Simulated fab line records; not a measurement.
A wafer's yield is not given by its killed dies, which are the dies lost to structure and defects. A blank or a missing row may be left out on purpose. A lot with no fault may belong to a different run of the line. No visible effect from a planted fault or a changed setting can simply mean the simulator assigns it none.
Matching of chambers + flow nandHarc + NHARC_P_GATE_DESCUM_61 on rieDiel-12: 4 sister chambers
The step chemistry O2, time 3 s. 8 wafers are shown with their chamber, then 8 later ones without.

## EACH WAFER AND ITS CHAMBER
| wafer  | chamber | showerheadPlenumPTorr (Torr) | drypumpMotorCurrentA (A) |
|--------|---------|------------------------------|--------------------------|
| L265.2 | 1       | 1.91                         | 5.78                     |
| L265.5 | 0       | 2.02                         | 5.51                     |
| L282.2 | 2       | 1.85                         | 5.87                     |
| L282.6 | 3       | 1.85                         | 5.45                     |
| L284.2 | 0       | 2.01                         | 5.55                     |
| L284.3 | 3       | 1.85                         | 5.49                     |
| L284.6 | 2       | 1.85                         | 5.87                     |
| L283.1 | 1       | 1.91                         | 5.78                     |

## WAFERS WITH NO CHAMBER GIVEN
| wafer  | showerheadPlenumPTorr (Torr) | drypumpMotorCurrentA (A) |
|--------|------------------------------|--------------------------|
| L283.4 | 1.85                         | 5.43                     |
| L283.5 | 1.85                         | 5.86                     |
| L285.2 | 1.85                         | 5.38                     |
| L285.3 | 1.91                         | 5.75                     |
| L285.4 | 1.85                         | 5.86                     |
| L286.1 | 1.85                         | 5.87                     |
| L286.2 | 2.01                         | 5.53                     |
| L286.4 | 1.85                         | 5.39                     |

## WHICH CHAMBER EACH WENT THROUGH
| wafer  | from the rows above | in truth |
|--------|---------------------|----------|
| L283.4 | 3                   | 3        |
| L283.5 | 2                   | 2        |
| L285.2 | 3                   | 3        |
| L285.3 | 1                   | 1        |
| L285.4 | 2                   | 2        |
| L286.1 | 2                   | 2        |
| L286.2 | 0                   | 0        |
| L286.4 | 3                   | 3        |
Correct placement for 8 of the 8. From these rows, 0 cannot be placed. Placed wrongly: 0.
How it was worked out, from the rows above alone: a wafer's distance from a chamber is the root of the sum, over the readings, of the square of ((its reading less the chamber's mean) divided by the reading's scatter). The wafer belongs to the nearest chamber; if the next one is less than 2 further off, it can't be placed. Each chamber's mean is taken over the wafers shown for it. The scatter: the root of (the sum of the squares of (reading less its chamber's mean) over the shown wafers, divided by (wafers less chambers)).
